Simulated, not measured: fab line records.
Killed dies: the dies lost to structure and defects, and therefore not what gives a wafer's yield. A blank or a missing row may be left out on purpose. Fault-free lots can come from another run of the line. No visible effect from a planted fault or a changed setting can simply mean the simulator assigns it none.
Split-lot experiment	flow n5_finfet	7 lots, 21 wafers read, on a route of 1938 steps

THE SPLIT ITSELF
At N5_BEOL_M7_TRENCH_ETCH_37 (etches SiCOH lowk in C4F6/O2, target depth 93.478 nm, time 31.2 s), the setting source_w was moved away from the recipe's 345 W on 6 of the 21 wafers read, by -11.0% to +9.6%. All remaining wafers had this setting at the recipe value.

The split's own step is where the reading is taken.

THE READING
rf_vpp_V, in V, at N5_BEOL_M7_TRENCH_ETCH_37 (etches SiCOH lowk in C4F6/O2, target depth 93.478 nm, time 31.2 s). A value of 667 V with a standard deviation of 5.4 V is what fault-free wafers of this fab line usually give.

wafer	tool, chamber at the split	source_w as run, W	against the recipe	rf_vpp_V, V	against lot-mates on the recipe
L075.1	rie_diel-06, 2	345	recipe	672	-
L075.2	rie_diel-06, 3	345	recipe	674	-
L075.5	rie_diel-06, 1	345	recipe	678	-
L074.2	rie_diel-06, 1	345	recipe	678	-
L074.4	rie_diel-06, 3	345	recipe	672	-
L074.5	rie_diel-06, 3	345	recipe	673	-
L079.1	rie_diel-02, 0	378.1	+9.6%	636	-32
L079.2	rie_diel-02, 2	378.1	+9.6%	631	-37
L079.4	rie_diel-02, 0	345	recipe	668	-
L088.1	rie_diel-02, 0	363.7	+5.4%	649	-12
L088.2	rie_diel-02, 2	345	recipe	661	-
L088.6	rie_diel-02, 3	345	recipe	661	-
L091.1	rie_diel-06, 2	345	recipe	673	-
L091.5	rie_diel-06, 3	307.1	-11.0%	713	+40
L091.6	rie_diel-06, 0	307.1	-11.0%	711	+38
L093.2	rie_diel-06, 0	345	recipe	670	-
L093.3	rie_diel-06, 3	345	recipe	672	-
L093.5	rie_diel-06, 2	345	recipe	674	-
L094.1	rie_diel-02, 3	345	recipe	659	-
L094.2	rie_diel-02, 0	345	recipe	667	-
L094.5	rie_diel-02, 0	328.7	-4.7%	682	+19

FIT RESULTS
A straight line over all 21 wafers: rf_vpp_V changes by -3.76 V for each +1% of source_w; r = -0.96; the points scatter about the line by 5.3 V.
The same after taking each lot's own level away (the mean of its wafers on the recipe; 21 wafers): -3.51 V for each +1%; r = -0.99; scatter 2.8 V.
On that fit, the largest move of source_w shifts the reading by 39 V.
The lots' own levels span 661.0 to 674.7 V, that is 2.5 times the standard deviation above.
Consequently the slope shifts little with the lot-to-lot level, the two slopes agreeing.
Check: with one of the wafers moved furthest among these (-11.0%) left out of the fit, the line predicts +38.5 V for it against its lot-mates. Against them it came out at +40 V.
Tool readings at the split's step, against how far the setting was moved: rf_vpp_V r = -0.96.

FURTHER SPLITS ON THESE WAFERS
Other splits were also applied to these wafers ahead of the reading. Each is held against what the fit with the lots' levels taken away leaves over:
other split on the same wafers	wafers away from the commonest value	r with rf_vpp_V (lot level and that fit taken away)
N5_BEOL_M7_EXPOSE_08 dose_mj	7	-0.38
N5_BEOL_M7_DESCUM_33 time_s	7	+0.10

FILE'S OWN FIT
rf_vpp_V changes by -3.43 V for each +1% of source_w, r = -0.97.
